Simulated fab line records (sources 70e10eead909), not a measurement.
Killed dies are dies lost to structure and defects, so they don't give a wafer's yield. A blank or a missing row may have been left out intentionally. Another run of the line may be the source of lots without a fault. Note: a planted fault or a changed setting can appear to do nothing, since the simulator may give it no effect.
Which of the tools did it? / flow nand_harc / 24 lots, 72 wafers sampled, at 3 steps of a route of 1302

== WHAT THE GAUGES READ, wafer by wafer ==
NHARC_A_ONON_D2_THK_MEAS_05: measures by ellipsometry. Usual: thk_nm reads 998 nm (standard deviation 11).
lot=L074; measured=day 12 07:59; on=film_metro-02; thk_nm (nm)=993 994 992; flag=
lot=L075; measured=day 12 21:23; on=film_metro-02; thk_nm (nm)=996 997 996; flag=
lot=L076; measured=day 13 02:37; on=film_metro-01; thk_nm (nm)=1004 1005 1004; flag=
lot=L077; measured=day 13 17:31; on=film_metro-02; thk_nm (nm)=1006 1005 1007; flag=
lot=L079; measured=day 14 00:41; on=film_metro-01; thk_nm (nm)=1002 1002 1000; flag=
lot=L078; measured=day 14 00:41; on=film_metro-02; thk_nm (nm)=991 989 990; flag=
lot=L080; measured=day 14 21:05; on=film_metro-02; thk_nm (nm)=1000 1000 1001; flag=
lot=L081; measured=day 14 21:06; on=film_metro-01; thk_nm (nm)=997 995 996; flag=
lot=L083; measured=day 15 16:37; on=film_metro-01; thk_nm (nm)=996 997 996; flag=
lot=L082; measured=day 15 16:39; on=film_metro-01; thk_nm (nm)=1006 1006 1008; flag=
lot=L085; measured=day 16 20:25; on=film_metro-01; thk_nm (nm)=1000 1001 1000; flag=
lot=L084; measured=day 16 20:25; on=film_metro-01; thk_nm (nm)=1007 1007 1006; flag=
lot=L087; measured=day 17 14:57; on=film_metro-01; thk_nm (nm)=1000 1000 1001; flag=
lot=L086; measured=day 17 15:00; on=film_metro-02; thk_nm (nm)=1004 1002 1003; flag=
lot=L089; measured=day 18 20:35; on=film_metro-02; thk_nm (nm)=1012 1010 1008; flag=
lot=L088; measured=day 18 20:37; on=film_metro-01; thk_nm (nm)=994 992 992; flag=
lot=L090; measured=day 19 06:13; on=film_metro-02; thk_nm (nm)=987 986 985; flag=
lot=L091; measured=day 19 09:11; on=film_metro-02; thk_nm (nm)=994 995 994; flag=
lot=L092; measured=day 20 01:11; on=film_metro-02; thk_nm (nm)=979 978 979; flag=
lot=L095; measured=day 20 17:51; on=film_metro-01; thk_nm (nm)=1030 1029 1028; flag=
lot=L094; measured=day 20 17:58; on=film_metro-02; thk_nm (nm)=1010 1011 1009; flag=
lot=L093; measured=day 20 18:02; on=film_metro-01; thk_nm (nm)=988 989 988; flag=
lot=L096; measured=day 21 11:08; on=film_metro-01; thk_nm (nm)=978 978 978; flag=
lot=L097; measured=day 22 01:59; on=film_metro-01; thk_nm (nm)=991 992 991; flag=

NHARC_A_CHANNEL_HOLE_D2_CD_MEAS_31. Usual: cd_nm reads 90.6 nm (standard deviation 1.3).
lot=L074; measured=day 13 11:22; on=cd_sem-02; cd_nm (nm)=88.1 88.9 89.5; flag=
lot=L075; measured=day 13 19:34; on=cd_sem-03; cd_nm (nm)=91.9 90.3 90.4; flag=
lot=L076; measured=day 14 00:34; on=cd_sem-03; cd_nm (nm)=88.3 89.2 87.5; flag=
lot=L077; measured=day 14 16:49; on=cd_sem-02; cd_nm (nm)=91.0 88.9 90.4; flag=
lot=L079; measured=day 14 23:09; on=cd_sem-02; cd_nm (nm)=92.4 91.9 90.4; flag=
lot=L078; measured=day 14 23:56; on=cd_sem-01; cd_nm (nm)=91.1 91.1 92.4; flag=
lot=L080; measured=day 15 19:30; on=cd_sem-02; cd_nm (nm)=89.3 87.0 89.5; flag=
lot=L081; measured=day 15 21:52; on=cd_sem-01; cd_nm (nm)=92.1 88.6 91.6; flag=
lot=L083; measured=day 16 18:08; on=cd_sem-03; cd_nm (nm)=89.8 91.3 88.9; flag=
lot=L082; measured=day 16 18:24; on=cd_sem-02; cd_nm (nm)=90.1 90.6 90.7; flag=
lot=L085; measured=day 17 19:31; on=cd_sem-02; cd_nm (nm)=90.4 91.3 90.7; flag=
lot=L084; measured=day 17 19:01; on=cd_sem-03; cd_nm (nm)=90.7 92.0 91.0; flag=
lot=L087; measured=day 18 16:31; on=cd_sem-02; cd_nm (nm)=91.1 90.9 91.4; flag=
lot=L086; measured=day 18 16:23; on=cd_sem-01; cd_nm (nm)=93.7 91.7 91.4; flag=
lot=L089; measured=day 19 18:32; on=cd_sem-03; cd_nm (nm)=90.2 92.4 91.3; flag=
lot=L088; measured=day 19 18:34; on=cd_sem-02; cd_nm (nm)=92.5 89.5 91.6; flag=
lot=L090; measured=day 20 08:08; on=cd_sem-03; cd_nm (nm)=93.6 91.4 91.0; flag=
lot=L091; measured=day 20 04:13; on=cd_sem-02; cd_nm (nm)=90.7 90.8 90.2; flag=
lot=L092; measured=day 21 00:39; on=cd_sem-01; cd_nm (nm)=89.2 91.7 91.3; flag=
lot=L095; measured=day 21 18:24; on=cd_sem-03; cd_nm (nm)=90.0 90.0 90.6; flag=
lot=L094; measured=day 21 22:22; on=cd_sem-01; cd_nm (nm)=91.5 91.1 89.5; flag=
lot=L093; measured=day 21 18:13; on=cd_sem-01; cd_nm (nm)=90.4 88.7 89.3; flag=
lot=L096; measured=day 22 09:20; on=cd_sem-01; cd_nm (nm)=90.9 89.7 89.4; flag=
lot=L097; measured=day 23 06:02; on=cd_sem-03; cd_nm (nm)=90.8 90.2 90.4; flag=

== WHICH TOOL RAN EACH LOT (tool, then ch and the chambers of the sampled wafers, then the start) ==
lot=L074; NHARC_A_CHANNEL_HOLE_D2_ETCH_24=har_etch-02 ch 0,1, day 13 08:21
lot=L075; NHARC_A_CHANNEL_HOLE_D2_ETCH_24=har_etch-02 ch 0,1, day 13 16:02
lot=L076; NHARC_A_CHANNEL_HOLE_D2_ETCH_24=har_etch-02 ch 0,1, day 13 21:12
lot=L077; NHARC_A_CHANNEL_HOLE_D2_ETCH_24=har_etch-01 ch 0,1, day 14 13:32
lot=L079; NHARC_A_CHANNEL_HOLE_D2_ETCH_24=har_etch-02 ch 0,1, day 14 19:37
lot=L078; NHARC_A_CHANNEL_HOLE_D2_ETCH_24=har_etch-01 ch 0,1, day 14 20:41
lot=L080; NHARC_A_CHANNEL_HOLE_D2_ETCH_24=har_etch-02 ch 0,1, day 15 16:08
lot=L081; NHARC_A_CHANNEL_HOLE_D2_ETCH_24=har_etch-01 ch 0, day 15 18:37
lot=L083; NHARC_A_CHANNEL_HOLE_D2_ETCH_24=har_etch-01 ch 0,1, day 16 14:44
lot=L082; NHARC_A_CHANNEL_HOLE_D2_ETCH_24=har_etch-02 ch 0,1, day 16 15:08
lot=L085; NHARC_A_CHANNEL_HOLE_D2_ETCH_24=har_etch-01 ch 0,1, day 17 16:22
lot=L084; NHARC_A_CHANNEL_HOLE_D2_ETCH_24=har_etch-02 ch 0,1, day 17 15:44
lot=L087; NHARC_A_CHANNEL_HOLE_D2_ETCH_24=har_etch-01 ch 0,1, day 18 13:08
lot=L086; NHARC_A_CHANNEL_HOLE_D2_ETCH_24=har_etch-02 ch 0,1, day 18 13:00
lot=L089; NHARC_A_CHANNEL_HOLE_D2_ETCH_24=har_etch-02 ch 1, day 19 15:16
lot=L088; NHARC_A_CHANNEL_HOLE_D2_ETCH_24=har_etch-01 ch 0,1, day 19 15:15
lot=L090; NHARC_A_CHANNEL_HOLE_D2_ETCH_24=har_etch-01 ch 0,1, day 20 04:44
lot=L091; NHARC_A_CHANNEL_HOLE_D2_ETCH_24=har_etch-02 ch 0,1, day 20 00:56
lot=L092; NHARC_A_CHANNEL_HOLE_D2_ETCH_24=har_etch-02 ch 0,1, day 20 21:07
lot=L095; NHARC_A_CHANNEL_HOLE_D2_ETCH_24=har_etch-02 ch 0,1, day 21 15:01
lot=L094; NHARC_A_CHANNEL_HOLE_D2_ETCH_24=har_etch-01 ch 0,1, day 21 18:58
lot=L093; NHARC_A_CHANNEL_HOLE_D2_ETCH_24=har_etch-01 ch 0,1, day 21 14:48
lot=L096; NHARC_A_CHANNEL_HOLE_D2_ETCH_24=har_etch-01 ch 0,1, day 22 05:57
lot=L097; NHARC_A_CHANNEL_HOLE_D2_ETCH_24=har_etch-01 ch 0,1, day 23 02:39
- NHARC_A_CHANNEL_HOLE_D2_ETCH_24: etches the open film in C4F8/O2/Ar, time 906.2 s, target depth 1500 nm.

== AS READ BY THE TOOLS THEMSELVES (means over the sampled wafers that have a number; for cases with no such wafer, the mark the record gives instead) ==
NHARC_A_CHANNEL_HOLE_D2_ETCH_24. Usual: value, then standard deviation, for each; c4f8_flow_sccm 93.85 sccm / 0.29; chamber_pressure_mTorr 19.999 mTorr / 0.018; drypump_motor_current_A 5.8 A / 0.82; he_backside_leak_sccm 5.9 sccm / 0.64; oes_air_line_au 1.000 a.u. / 0.02; showerhead_plenum_p_Torr 3.60 Torr / 0.14; throttle_valve_pct 32.235 % / 0.0095.
lot=L074; tool=har_etch-02; c4f8_flow_sccm (sccm)=93.72; chamber_pressure_mTorr (mTorr)=20.013; drypump_motor_current_A (A)=5.5; he_backside_leak_sccm (sccm)=6.3; oes_air_line_au (a.u.)=0.987; showerhead_plenum_p_Torr (Torr)=3.65; throttle_valve_pct (%)=32.235; flag=
lot=L075; tool=har_etch-02; c4f8_flow_sccm (sccm)=93.85; chamber_pressure_mTorr (mTorr)=19.986; drypump_motor_current_A (A)=5.5; he_backside_leak_sccm (sccm)=6.4; oes_air_line_au (a.u.)=0.989; showerhead_plenum_p_Torr (Torr)=3.64; throttle_valve_pct (%)=32.234; flag=
lot=L076; tool=har_etch-02; c4f8_flow_sccm (sccm)=93.56; chamber_pressure_mTorr (mTorr)=19.986; drypump_motor_current_A (A)=6.0; he_backside_leak_sccm (sccm)=6.5; oes_air_line_au (a.u.)=1.017; showerhead_plenum_p_Torr (Torr)=3.66; throttle_valve_pct (%)=32.239; flag=
lot=L077; tool=har_etch-01; c4f8_flow_sccm (sccm)=93.92; chamber_pressure_mTorr (mTorr)=19.999; drypump_motor_current_A (A)=6.2; he_backside_leak_sccm (sccm)=5.4; oes_air_line_au (a.u.)=0.969; showerhead_plenum_p_Torr (Torr)=3.53; throttle_valve_pct (%)=32.231; flag=
lot=L079; tool=har_etch-02; c4f8_flow_sccm (sccm)=93.85; chamber_pressure_mTorr (mTorr)=20.024; drypump_motor_current_A (A)=6.0; he_backside_leak_sccm (sccm)=6.5; oes_air_line_au (a.u.)=1.014; showerhead_plenum_p_Torr (Torr)=3.65; throttle_valve_pct (%)=32.229; flag=
lot=L078; tool=har_etch-01; c4f8_flow_sccm (sccm)=93.93; chamber_pressure_mTorr (mTorr)=19.986; drypump_motor_current_A (A)=5.5; he_backside_leak_sccm (sccm)=5.4; oes_air_line_au (a.u.)=0.997; showerhead_plenum_p_Torr (Torr)=3.50; throttle_valve_pct (%)=32.241; flag=
lot=L080; tool=har_etch-02; c4f8_flow_sccm (sccm)=93.84; chamber_pressure_mTorr (mTorr)=20.004; drypump_motor_current_A (A)=5.5; he_backside_leak_sccm (sccm)=6.4; oes_air_line_au (a.u.)=1.003; showerhead_plenum_p_Torr (Torr)=3.63; throttle_valve_pct (%)=32.234; flag=
lot=L081; tool=har_etch-01; c4f8_flow_sccm (sccm)=94.11; chamber_pressure_mTorr (mTorr)=19.999; drypump_motor_current_A (A)=6.7; he_backside_leak_sccm (sccm)=5.5; oes_air_line_au (a.u.)=1.010; showerhead_plenum_p_Torr (Torr)=3.54; throttle_valve_pct (%)=32.232; flag=
lot=L083; tool=har_etch-01; c4f8_flow_sccm (sccm)=93.85; chamber_pressure_mTorr (mTorr)=20.015; drypump_motor_current_A (A)=5.5; he_backside_leak_sccm (sccm)=5.5; oes_air_line_au (a.u.)=1.024; showerhead_plenum_p_Torr (Torr)=3.49; throttle_valve_pct (%)=32.248; flag=
lot=L082; tool=har_etch-02; c4f8_flow_sccm (sccm)=94.05; chamber_pressure_mTorr (mTorr)=20.012; drypump_motor_current_A (A)=5.5; he_backside_leak_sccm (sccm)=6.8; oes_air_line_au (a.u.)=1.017; showerhead_plenum_p_Torr (Torr)=3.62; throttle_valve_pct (%)=32.231; flag=
lot=L085; tool=har_etch-01; c4f8_flow_sccm (sccm)=94.16; chamber_pressure_mTorr (mTorr)=20.003; drypump_motor_current_A (A)=6.1; he_backside_leak_sccm (sccm)=5.5; oes_air_line_au (a.u.)=0.999; showerhead_plenum_p_Torr (Torr)=3.50; throttle_valve_pct (%)=32.238; flag=
lot=L084; tool=har_etch-02; c4f8_flow_sccm (sccm)=94.21; chamber_pressure_mTorr (mTorr)=20.011; drypump_motor_current_A (A)=6.0; he_backside_leak_sccm (sccm)=5.3; oes_air_line_au (a.u.)=0.990; showerhead_plenum_p_Torr (Torr)=3.74; throttle_valve_pct (%)=32.236; flag=
lot=L087; tool=har_etch-01; c4f8_flow_sccm (sccm)=93.82; chamber_pressure_mTorr (mTorr)=20.002; drypump_motor_current_A (A)=6.2; he_backside_leak_sccm (sccm)=5.9; oes_air_line_au (a.u.)=0.984; showerhead_plenum_p_Torr (Torr)=3.50; throttle_valve_pct (%)=32.242; flag=
lot=L086; tool=har_etch-02; c4f8_flow_sccm (sccm)=93.99; chamber_pressure_mTorr (mTorr)=19.980; drypump_motor_current_A (A)=5.5; he_backside_leak_sccm (sccm)=5.4; oes_air_line_au (a.u.)=0.987; showerhead_plenum_p_Torr (Torr)=3.83; throttle_valve_pct (%)=32.239; flag=
lot=L089; tool=har_etch-02; c4f8_flow_sccm (sccm)=93.72; chamber_pressure_mTorr (mTorr)=20.000; drypump_motor_current_A (A)=5.0; he_backside_leak_sccm (sccm)=5.2; oes_air_line_au (a.u.)=0.991; showerhead_plenum_p_Torr (Torr)=3.91; throttle_valve_pct (%)=32.247; flag=
lot=L088; tool=har_etch-01; c4f8_flow_sccm (sccm)=93.60; chamber_pressure_mTorr (mTorr)=19.980; drypump_motor_current_A (A)=5.6; he_backside_leak_sccm (sccm)=5.8; oes_air_line_au (a.u.)=0.998; showerhead_plenum_p_Torr (Torr)=3.46; throttle_valve_pct (%)=32.230; flag=
lot=L090; tool=har_etch-01; c4f8_flow_sccm (sccm)=93.81; chamber_pressure_mTorr (mTorr)=19.996; drypump_motor_current_A (A)=6.1; he_backside_leak_sccm (sccm)=5.9; oes_air_line_au (a.u.)=1.002; showerhead_plenum_p_Torr (Torr)=3.48; throttle_valve_pct (%)=32.232; flag=
lot=L091; tool=har_etch-02; c4f8_flow_sccm (sccm)=93.64; chamber_pressure_mTorr (mTorr)=20.004; drypump_motor_current_A (A)=5.5; he_backside_leak_sccm (sccm)=5.2; oes_air_line_au (a.u.)=0.991; showerhead_plenum_p_Torr (Torr)=3.82; throttle_valve_pct (%)=32.232; flag=
lot=L092; tool=har_etch-02; c4f8_flow_sccm (sccm)=94.07; chamber_pressure_mTorr (mTorr)=19.990; drypump_motor_current_A (A)=6.0; he_backside_leak_sccm (sccm)=7.2; oes_air_line_au (a.u.)=1.000; showerhead_plenum_p_Torr (Torr)=3.72; throttle_valve_pct (%)=32.243; flag=
lot=L095; tool=har_etch-02; c4f8_flow_sccm (sccm)=94.18; chamber_pressure_mTorr (mTorr)=19.983; drypump_motor_current_A (A)=6.0; he_backside_leak_sccm (sccm)=5.3; oes_air_line_au (a.u.)=1.005; showerhead_plenum_p_Torr (Torr)=3.71; throttle_valve_pct (%)=32.236; flag=
lot=L094; tool=har_etch-01; c4f8_flow_sccm (sccm)=93.40; chamber_pressure_mTorr (mTorr)=20.003; drypump_motor_current_A (A)=6.1; he_backside_leak_sccm (sccm)=5.9; oes_air_line_au (a.u.)=1.004; showerhead_plenum_p_Torr (Torr)=3.47; throttle_valve_pct (%)=32.233; flag=
lot=L093; tool=har_etch-01; c4f8_flow_sccm (sccm)=93.42; chamber_pressure_mTorr (mTorr)=20.014; drypump_motor_current_A (A)=5.5; he_backside_leak_sccm (sccm)=5.6; oes_air_line_au (a.u.)=1.000; showerhead_plenum_p_Torr (Torr)=3.45; throttle_valve_pct (%)=32.232; flag=
lot=L096; tool=har_etch-01; c4f8_flow_sccm (sccm)=94.05; chamber_pressure_mTorr (mTorr)=20.007; drypump_motor_current_A (A)=6.1; he_backside_leak_sccm (sccm)=5.9; oes_air_line_au (a.u.)=1.022; showerhead_plenum_p_Torr (Torr)=3.47; throttle_valve_pct (%)=32.233; flag=
lot=L097; tool=har_etch-01; c4f8_flow_sccm (sccm)=93.82; chamber_pressure_mTorr (mTorr)=20.007; drypump_motor_current_A (A)=5.5; he_backside_leak_sccm (sccm)=6.1; oes_air_line_au (a.u.)=1.002; showerhead_plenum_p_Torr (Torr)=3.44; throttle_valve_pct (%)=32.233; flag=

== THE ANSWER, worked out from the rows above alone ==
Rule: lot off if the mean of its wafers having a number is beyond 3 standard deviations from the usual mean. A lot without any number at a reading at which 4 lots or more have one is off too. The other lots that the step has rows for count as sound. Order of review: gauges by route order, followed by the tools' own readings, for which a lot's mean as printed above is used. The first step at which some lot is off is used, and at that step the reading that is off furthest; a lot without a number counts as furthest.
Nothing can be told from this: no lot is off at any reading shown.

== WHAT THE SIMULATOR HAD INSERTED ==
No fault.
